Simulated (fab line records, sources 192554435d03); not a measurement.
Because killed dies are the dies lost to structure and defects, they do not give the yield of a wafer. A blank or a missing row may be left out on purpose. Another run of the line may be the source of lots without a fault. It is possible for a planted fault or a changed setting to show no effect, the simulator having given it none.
Which of the tools did it? -- flow n5 finfet -- 24 lots, 72 wafers sampled, at 6 steps of a route of 1938

== WHAT THE GAUGES SHOWED, per wafer ==
N5_BEOL_M2_THK_MEAS_53: measures by xrf.
lot,measured,on,M2_THK (nm)
L074,day 6 19:49,film metro-01,42.4 39.1 41.7
L075,day 7 07:35,film metro-02,41.0 39.9 39.8
L076,day 7 09:06,film metro-01,41.2 41.7 42.3
L077,day 7 14:45,film metro-02,41.2 40.4 41.2
L078,day 8 00:50,film metro-02,41.8 41.0 41.0
L079,day 8 04:39,film metro-02,38.7 41.0 39.6
L080,day 8 17:43,film metro-02,38.9 37.3 39.7
L081,day 8 20:25,film metro-01,41.9 43.8 43.6
L082,day 8 23:20,film metro-02,38.7 39.3 41.0
L083,day 9 04:23,film metro-02,40.4 42.5 40.1
L084,day 9 16:10,film metro-02,38.3 38.2 39.3
L085,day 9 23:02,film metro-01,39.6 41.3 39.9
L086,day 10 04:54,film metro-01,39.6 38.4 38.8
L087,day 10 15:23,film metro-02,40.4 43.0 41.3
L088,day 10 19:00,film metro-01,39.4 40.6 41.6
L089,day 10 19:13,film metro-02,37.8 39.9 39.2
L090,day 10 22:43,film metro-01,40.0 39.2 39.2
L091,day 11 02:37,film metro-02,38.9 39.3 39.2
L092,day 11 14:43,film metro-01,40.5 39.1 38.7
L093,day 11 17:41,film metro-01,41.6 41.7 42.2
L094,day 12 07:58,film metro-02,40.5 41.1 40.8
L095,day 12 08:08,film metro-02,40.3 39.9 38.5
L096,day 12 09:49,film metro-02,37.5 35.7 38.1
L097,day 12 20:53,film metro-01,40.6 40.5 40.4

N5_BEOL_M3_OVL_MEAS_12.
lot,measured,on,M3_OVL (nm)
L074,day 6 22:49,overlay-01,-1.0 -0.4 -0.2
L075,day 7 08:29,overlay-01,-0.6 -0.8 -1.0
L076,day 7 10:00,overlay-02,1.2 -1.4 -0.1
L077,day 7 16:52,overlay-02,-0.8 -0.6 -0.9
L078,day 8 01:55,overlay-02,-1.7 -2.3 -1.2
L079,day 8 08:08,overlay-01,-0.4 -1.7 -1.0
L080,day 8 18:55,overlay-02,-0.3 -1.3 0.0
L081,day 8 23:28,overlay-01,0.3 -0.9 -0.2
L082,day 9 01:04,overlay-02,-0.7 0.0 -0.1
L083,day 9 05:22,overlay-02,-1.6 0.0 -0.9
L084,day 9 17:52,overlay-02,-2.1 -1.0 -1.4
L085,day 10 00:46,overlay-01,-1.8 -0.6 -0.3
L086,day 10 06:10,overlay-02,-0.3 -1.4 -0.9
L087,day 10 17:10,overlay-01,-0.4 0.4 -1.4
L088,day 10 22:15,overlay-01,-1.3 -0.2 -1.2
L089,day 10 22:25,overlay-01,-2.1 0.2 -0.2
L090,day 11 00:53,overlay-02,0.1 -0.5 -1.4
L091,day 11 05:25,overlay-02,-0.7 -0.7 0.2
L092,day 11 15:52,overlay-02,-0.8 -1.1 -0.9
L093,day 11 18:38,overlay-02,-0.6 -1.1 -2.0
L094,day 12 09:36,overlay-02,-0.5 -0.5 -0.5
L095,day 12 09:45,overlay-01,0.5 0.3 0.8
L096,day 12 12:34,overlay-02,-1.4 -0.8 -1.0
L097,day 13 00:19,overlay-01,-0.8 -0.7 -1.1

== WHICH TOOL RAN EACH LOT (tool, then ch and the chambers of the sampled wafers, then the start) ==
lot,N5_BEOL_M2_ANNEAL_82,N5_BEOL_M2_SPUTTER_88,N5_BEOL_M2_SPUTTER_90,N5_BEOL_M2_CMP_52
L074,"pvd sputter-01, day 6 16:36","pvd sputter-01, day 6 16:58","pvd sputter-01, day 6 17:11","cmp-01 ch 0,2,3, day 6 19:38"
L075,"pvd sputter-01, day 7 03:19","pvd sputter-01, day 7 03:41","pvd sputter-01, day 7 03:54","cmp-01 ch 0,1,3, day 7 07:19"
L076,"pvd sputter-02, day 7 05:19","pvd sputter-02, day 7 05:41","pvd sputter-02, day 7 05:54","cmp-03 ch 1,2,3, day 7 08:48"
L077,"pvd sputter-02, day 7 10:31","pvd sputter-02, day 7 10:53","pvd sputter-02, day 7 11:06","cmp-03 ch 2,3, day 7 14:27"
L078,"pvd sputter-01, day 7 21:26","pvd sputter-01, day 7 21:47","pvd sputter-01, day 7 22:01","cmp-04 ch 1,2,3, day 8 00:35"
L079,"pvd sputter-01, day 8 02:37","pvd sputter-01, day 8 02:59","pvd sputter-01, day 8 03:12","cmp-03 ch 0,3, day 8 04:21"
L080,"pvd sputter-02, day 8 15:37","pvd sputter-02, day 8 15:59","pvd sputter-02, day 8 16:12","cmp-03 ch 0,1,3, day 8 17:28"
L081,"pvd sputter-03, day 8 18:23","pvd sputter-03, day 8 18:45","pvd sputter-03, day 8 18:58","cmp-01 ch 0,2,3, day 8 20:14"
L082,"pvd sputter-01, day 8 21:19","pvd sputter-01, day 8 21:40","pvd sputter-01, day 8 21:53","cmp-03 ch 1,2,3, day 8 23:05"
L083,"pvd sputter-03, day 9 02:21","pvd sputter-03, day 9 02:43","pvd sputter-03, day 9 02:56","cmp-03 ch 0,3, day 9 04:05"
L084,"pvd sputter-03, day 9 13:52","pvd sputter-03, day 9 14:14","pvd sputter-03, day 9 14:27","cmp-01 ch 1,2, day 9 15:52"
L085,"pvd sputter-03, day 9 21:00","pvd sputter-03, day 9 21:22","pvd sputter-03, day 9 21:35","cmp-04 ch 0,1,2, day 9 22:46"
L086,"pvd sputter-02, day 10 02:43","pvd sputter-02, day 10 03:04","pvd sputter-02, day 10 03:17","cmp-01 ch 0,1, day 10 04:36"
L087,"pvd sputter-03, day 10 13:22","pvd sputter-03, day 10 13:43","pvd sputter-03, day 10 13:56","cmp-01 ch 0,2,3, day 10 15:08"
L088,"pvd sputter-02, day 10 16:58","pvd sputter-02, day 10 17:20","pvd sputter-02, day 10 17:33","cmp-03 ch 2,3, day 10 18:42"
L089,"pvd sputter-03, day 10 17:11","pvd sputter-03, day 10 17:32","pvd sputter-03, day 10 17:46","cmp-04 ch 1,2,3, day 10 18:56"
L090,"pvd sputter-01, day 10 20:20","pvd sputter-01, day 10 20:41","pvd sputter-01, day 10 20:55","cmp-04 ch 0,2, day 10 22:27"
L091,"pvd sputter-01, day 10 23:34","pvd sputter-01, day 10 23:56","pvd sputter-01, day 11 00:09","cmp-03 ch 1,2,3, day 11 02:19"
L092,"pvd sputter-01, day 11 12:41","pvd sputter-01, day 11 13:03","pvd sputter-01, day 11 13:16","cmp-04 ch 0,1,2, day 11 14:25"
L093,"pvd sputter-02, day 11 15:40","pvd sputter-02, day 11 16:02","pvd sputter-02, day 11 16:15","cmp-01 ch 1,3, day 11 17:24"
L094,"pvd sputter-03, day 12 05:57","pvd sputter-03, day 12 06:19","pvd sputter-03, day 12 06:32","cmp-01 ch 1,2, day 12 07:41"
L095,"pvd sputter-01, day 12 05:58","pvd sputter-01, day 12 06:19","pvd sputter-01, day 12 06:32","cmp-03 ch 0,1,3, day 12 07:55"
L096,"pvd sputter-01, day 12 07:48","pvd sputter-01, day 12 08:10","pvd sputter-01, day 12 08:23","cmp-04 ch 0,1,3, day 12 09:34"
L097,"pvd sputter-03, day 12 18:50","pvd sputter-03, day 12 19:11","pvd sputter-03, day 12 19:25","cmp-03 ch 0,1,2, day 12 20:37"
- N5_BEOL_M2_ANNEAL_82: time 240 s.
- N5_BEOL_M2_SPUTTER_88: material Cu, target thk 4.5 nm, time 8.29 s.
- N5_BEOL_M2_SPUTTER_90: material Cu, target thk 4.5 nm, time 8.29 s.
- N5_BEOL_M2_CMP_52: polishes, stops on SiOC, t overpolish 6.8 s, target thk 40 nm.

== AS READ BY THE TOOLS THEMSELVES (means over the sampled wafers that have a number; for cases with no such wafer, the mark the record gives instead) ==
N5_BEOL_M2_ANNEAL_82.
lot,tool,heater power w (W)
L074,pvd sputter-01,917
L075,pvd sputter-01,939
L076,pvd sputter-02,876
L077,pvd sputter-02,873
L078,pvd sputter-01,904
L079,pvd sputter-01,857
L080,pvd sputter-02,861
L081,pvd sputter-03,811
L082,pvd sputter-01,931
L083,pvd sputter-03,825
L084,pvd sputter-03,767
L085,pvd sputter-03,807
L086,pvd sputter-02,859
L087,pvd sputter-03,786
L088,pvd sputter-02,834
L089,pvd sputter-03,758
L090,pvd sputter-01,859
L091,pvd sputter-01,880
L092,pvd sputter-01,913
L093,pvd sputter-02,917
L094,pvd sputter-03,752
L095,pvd sputter-01,911
L096,pvd sputter-01,938
L097,pvd sputter-03,850

N5_BEOL_M2_SPUTTER_88.
lot,tool,throttle valve pct (%)
L074,pvd sputter-01,30.6
L075,pvd sputter-01,31.4
L076,pvd sputter-02,29.8
L077,pvd sputter-02,29.6
L078,pvd sputter-01,31.3
L079,pvd sputter-01,31.4
L080,pvd sputter-02,29.9
L081,pvd sputter-03,29.8
L082,pvd sputter-01,30.7
L083,pvd sputter-03,29.4
L084,pvd sputter-03,30.1
L085,pvd sputter-03,29.8
L086,pvd sputter-02,29.8
L087,pvd sputter-03,29.6
L088,pvd sputter-02,29.7
L089,pvd sputter-03,30.3
L090,pvd sputter-01,32.0
L091,pvd sputter-01,30.6
L092,pvd sputter-01,31.5
L093,pvd sputter-02,30.2
L094,pvd sputter-03,30.1
L095,pvd sputter-01,30.5
L096,pvd sputter-01,30.7
L097,pvd sputter-03,29.6

N5_BEOL_M2_SPUTTER_90.
lot,tool,throttle valve pct (%)
L074,pvd sputter-01,30.6
L075,pvd sputter-01,31.4
L076,pvd sputter-02,29.8
L077,pvd sputter-02,29.8
L078,pvd sputter-01,31.2
L079,pvd sputter-01,31.3
L080,pvd sputter-02,29.7
L081,pvd sputter-03,29.9
L082,pvd sputter-01,30.7
L083,pvd sputter-03,29.4
L084,pvd sputter-03,30.1
L085,pvd sputter-03,29.8
L086,pvd sputter-02,29.9
L087,pvd sputter-03,29.6
L088,pvd sputter-02,29.5
L089,pvd sputter-03,30.4
L090,pvd sputter-01,32.0
L091,pvd sputter-01,30.8
L092,pvd sputter-01,31.4
L093,pvd sputter-02,30.2
L094,pvd sputter-03,30.1
L095,pvd sputter-01,30.4
L096,pvd sputter-01,30.5
L097,pvd sputter-03,29.5

N5_BEOL_M2_CMP_52.
lot,tool,barrier field endpoint s (s),motor current A (A),overpolish run s (s),time to endpoint s (s)
L074,cmp-01,24.2,5.5,6.797,63
L075,cmp-01,25.3,6.0,6.796,63
L076,cmp-03,24.6,5.7,6.804,61
L077,cmp-03,24.9,5.5,6.803,64
L078,cmp-04,23.4,6.6,6.802,58
L079,cmp-03,23.7,4.8,6.801,59
L080,cmp-03,24.4,5.4,6.791,60
L081,cmp-01,24.6,5.5,6.795,66
L082,cmp-03,23.9,5.7,6.801,57
L083,cmp-03,24.6,4.9,6.798,59
L084,cmp-01,25.4,6.3,6.799,68
L085,cmp-04,23.9,6.3,6.808,60
L086,cmp-01,24.9,6.1,6.795,64
L087,cmp-01,25.9,5.6,6.810,67
L088,cmp-03,24.7,5.3,6.792,58
L089,cmp-04,23.9,6.6,6.807,57
L090,cmp-04,24.3,6.6,6.804,57
L091,cmp-03,24.7,5.8,6.795,62
L092,cmp-04,24.2,6.3,6.799,59
L093,cmp-01,25.0,5.8,6.803,64
L094,cmp-01,25.0,6.4,6.807,63
L095,cmp-03,24.4,5.4,6.799,60
L096,cmp-04,24.3,5.7,6.802,57
L097,cmp-03,24.7,5.9,6.787,63

== THE ANSWER, worked out from the rows above alone ==
Rule: the usual values come from the lots themselves. Put in order of their means at a reading, lots are off if they are a third of the lots or fewer, leave a main group of 4 or more, and stand apart from it by a gap of 3 or more times the standard deviation of the main group's means; of several such gaps the widest counts. The tables above print the reading to a certain number of digits; a main group whose means all agree to those digits is not used. Also off: a lot with no number at a reading for which 4 or more lots have one. The other lots that the step has rows for count as sound. Order of review: gauges by route order, followed by the tools' own readings, for which a lot's mean as printed above is used. At the first step where some lot is off, the reading lying furthest off is the one used; lots without a number count as furthest.
No lot is off on any of the readings shown, so nothing can be concluded from this.

== WHAT THE SIMULATOR HAD INSERTED ==
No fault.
